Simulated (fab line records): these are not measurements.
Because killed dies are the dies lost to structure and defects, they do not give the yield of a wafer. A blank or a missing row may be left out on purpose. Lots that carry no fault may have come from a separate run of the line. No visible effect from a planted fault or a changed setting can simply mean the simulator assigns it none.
Chamber matching    flow n5Finfet    4 sister chambers for N5_BEOL_M9_STRIP_67 on rieDiel-05
The step strips in CF4. 8 wafers are shown with their chamber, then 10 later ones without.

WAFERS PAIRED WITH THEIR CHAMBERS
wafer   chamber  drypumpMotorCurrentA (A)  throttleValvePct (%)
L080.4  3        5.75                      13.33
L087.4  2        5.66                      13.53
L087.6  1        5.17                      13.99
L091.1  2        5.65                      13.53
L091.3  1        5.18                      14.02
L091.6  0        5.76                      13.84
L093.1  0        5.77                      13.86
L093.3  3        5.75                      13.38

WAFERS WITH NO CHAMBER GIVEN
wafer   drypumpMotorCurrentA (A)  throttleValvePct (%)
L093.5  5.75                      13.37
L092.3  5.76                      13.39
L092.4  5.76                      13.86
L092.5  5.64                      13.55
L095.1  5.78                      13.86
L095.5  5.80                      13.87
L095.6  5.76                      13.39
L097.1  5.18                      14.02
L097.3  5.76                      13.39
L097.5  5.67                      13.56

WHICH CHAMBER EACH WENT THROUGH
wafer   from the rows above  in truth
L093.5  3                    3
L092.3  3                    3
L092.4  0                    0
L092.5  2                    2
L095.1  0                    0
L095.5  0                    0
L095.6  3                    3
L097.1  1                    1
L097.3  3                    3
L097.5  2                    2
Placed correctly: 10 of 10. Can't be placed from these rows: 0. 0 placed wrongly.
How it was worked out, from the rows above alone: a wafer's distance from a chamber is the root of the sum, over the readings, of the square of ((its reading less the chamber's mean) divided by the reading's scatter). The wafer belongs to the nearest chamber; if the next one is less than 2 further off, it can't be placed. The mean given for a chamber averages the wafers shown for that chamber. The scatter: take each reading less its chamber's mean, square it, sum over the shown wafers, divide by the number of wafers less the number of chambers, and take the root.
